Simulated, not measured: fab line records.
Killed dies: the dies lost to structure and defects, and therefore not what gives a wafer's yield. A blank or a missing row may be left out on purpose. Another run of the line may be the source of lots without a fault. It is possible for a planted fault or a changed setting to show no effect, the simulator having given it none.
Which tool did it?	flow nand_harc	7 lots with 20 wafers sampled at 5 steps, on a route of 1302 steps

== WHAT EACH GAUGE READ, for each wafer ==
NHARC_END_SORT_01.
lot	measured	on	killed_dies
L157	day 24 09:13	prober-01	85 81 72
L159	day 26 00:51	prober-01	84 61 71
L162	day 27 10:53	prober-02	76 91 71
L166	day 29 01:17	prober-02	58 677
L171	day 30 15:24	prober-02	45 45 33
L175	day 33 04:25	prober-01	80 87 75
L177	day 33 12:59	prober-02	39 48 46

== TOOL THAT RAN EACH LOT (tool first, then ch and the chambers of the sampled wafers, then the start) ==
lot	NHARC_A_CHANNEL_HOLE_D1_DEP_01	NHARC_THIN_TSV_ETCHBACK_48	NHARC_THIN_TSV_DEGAS_49	NHARC_THIN_TSV_STRIP_56
L157	pecvd-02 ch 1,2, day 9 05:58	rie_diel-11 ch 0,2,3, day 23 18:59	pvd_sputter-01, day 23 19:29	plasma_asher-01 ch 1, day 23 23:16
L159	pecvd-03 ch 0,1,2, day 10 00:25	rie_diel-04 ch 0,2, day 25 11:56	pvd_sputter-02, day 25 12:30	plasma_asher-02 ch 1, day 25 16:19
L162	pecvd-01 ch 1,2, day 11 16:53	rie_diel-03 ch 0,1,3, day 26 21:26	pvd_sputter-03, day 26 21:55	plasma_asher-01 ch 0,1, day 27 01:40
L166	pecvd-03 ch 0, day 13 01:07	rie_diel-03 ch 0, day 28 09:52	pvd_sputter-03, day 28 10:38	plasma_asher-01 ch 0, day 28 14:31
L171	pecvd-02 ch 0,1,2, day 15 04:32	rie_diel-04 ch 0,1,3, day 30 02:25	pvd_sputter-01, day 30 02:56	plasma_asher-02 ch 0,1, day 30 06:55
L175	pecvd-01 ch 0,2, day 16 20:25	rie_diel-03 ch 1,2,3, day 32 13:58	pvd_sputter-02, day 32 14:27	plasma_asher-02 ch 0,1, day 32 18:05
L177	pecvd-01 ch 0,1,2, day 17 05:58	rie_diel-04 ch 0,1,2, day 32 16:26	pvd_sputter-03, day 32 16:59	plasma_asher-02 ch 0,1, day 32 20:47
- NHARC_A_CHANNEL_HOLE_D1_DEP_01: deposits SiON, target thk 140 nm.
- NHARC_THIN_TSV_ETCHBACK_48: etches the open film in C4F8/Ar, target depth 1028.5 nm, time 405.17 s.
- NHARC_THIN_TSV_DEGAS_49: time 120 s.
- NHARC_THIN_TSV_STRIP_56: strips in O2.

== THE ANSWER, worked out from the rows above alone ==
Rule: what is usual is taken from the lots themselves. Put in order of their means at a reading, lots are off if they are a third of the lots or fewer, leave a main group of 4 or more, and stand apart from it by a gap of 3 or more times the standard deviation of the main group's means; of several such gaps the widest counts. A main group is skipped when, at the precision printed for the reading in the tables above, its means are all equal. A lot without any number at a reading at which 4 lots or more have one is off too. Where the step has rows for the other lots, those lots are counted as sound.
Off, at NHARC_END_SORT_01 on killed_dies: L166. Mean 66 and standard deviation 17 in the main group.
If a tool, at a process step before that reading, ran all the lots that are off and no sound lot after the first of them, it fits. The gauges at NHARC_END_SORT_01 are tried like those tools. This does not decide it: 2 tools fit, namely pecvd-03 at NHARC_A_CHANNEL_HOLE_D1_DEP_01 and plasma_asher-01 at NHARC_THIN_TSV_STRIP_56.

== WHAT THE SIMULATOR HAD PUT IN ==
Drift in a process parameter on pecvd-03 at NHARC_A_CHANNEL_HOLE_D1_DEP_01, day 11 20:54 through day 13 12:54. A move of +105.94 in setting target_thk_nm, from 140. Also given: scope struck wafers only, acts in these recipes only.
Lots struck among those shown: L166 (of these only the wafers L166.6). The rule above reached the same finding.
